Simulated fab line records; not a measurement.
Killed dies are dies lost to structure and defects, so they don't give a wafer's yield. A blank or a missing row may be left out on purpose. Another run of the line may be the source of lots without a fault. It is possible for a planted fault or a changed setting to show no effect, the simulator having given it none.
Matching of chambers | flow n5-finfet | N5_BEOL_M2_STRIP_36 on rie-diel-05: 4 sister chambers
The step strips in N2/H2. 8 wafers are shown with their chamber, then 9 later ones without.

## EACH WAFER AND ITS CHAMBER
wafer  | chamber | drypump-motor-current-A (A) | throttle-valve-pct (%)
L078.1 | 1       | 6.5                         | 23.29
L081.2 | 2       | 6.3                         | 23.50
L082.1 | 0       | 5.8                         | 23.44
L082.4 | 3       | 5.9                         | 23.75
L082.6 | 2       | 6.2                         | 23.52
L088.1 | 3       | 6.0                         | 23.80
L088.2 | 1       | 6.5                         | 23.19
L088.4 | 0       | 5.8                         | 23.46

## WAFERS WITH NO CHAMBER GIVEN
wafer  | drypump-motor-current-A (A) | throttle-valve-pct (%)
L093.1 | 5.8                         | 23.48
L093.2 | 6.5                         | 23.21
L093.3 | 6.0                         | 23.78
L092.2 | 5.9                         | 23.76
L092.4 | 5.8                         | 23.49
L092.6 | 5.8                         | 23.48
L097.2 | 5.9                         | 23.80
L097.4 | 6.5                         | 23.22
L097.6 | 5.8                         | 23.48

## WHICH CHAMBER EACH WENT THROUGH
wafer  | from the rows above | in truth
L093.1 | 0                   | 0
L093.2 | 1                   | 1
L093.3 | 3                   | 3
L092.2 | 3                   | 3
L092.4 | 0                   | 0
L092.6 | 0                   | 0
L097.2 | 3                   | 3
L097.4 | 1                   | 1
L097.6 | 0                   | 0
Correct placement for 9 of the 9. From these rows, 0 cannot be placed. 0 placed wrongly.
How it was worked out, from the rows above alone: a wafer's distance from a chamber is the root of the sum, over the readings, of the square of ((its reading less the chamber's mean) divided by the reading's scatter). The wafer belongs to the nearest chamber; if the next one is less than 2 further off, it can't be placed. Each chamber's mean is taken over the wafers shown for it. The scatter: take each reading less its chamber's mean, square it, sum over the shown wafers, divide by the number of wafers less the number of chambers, and take the root.
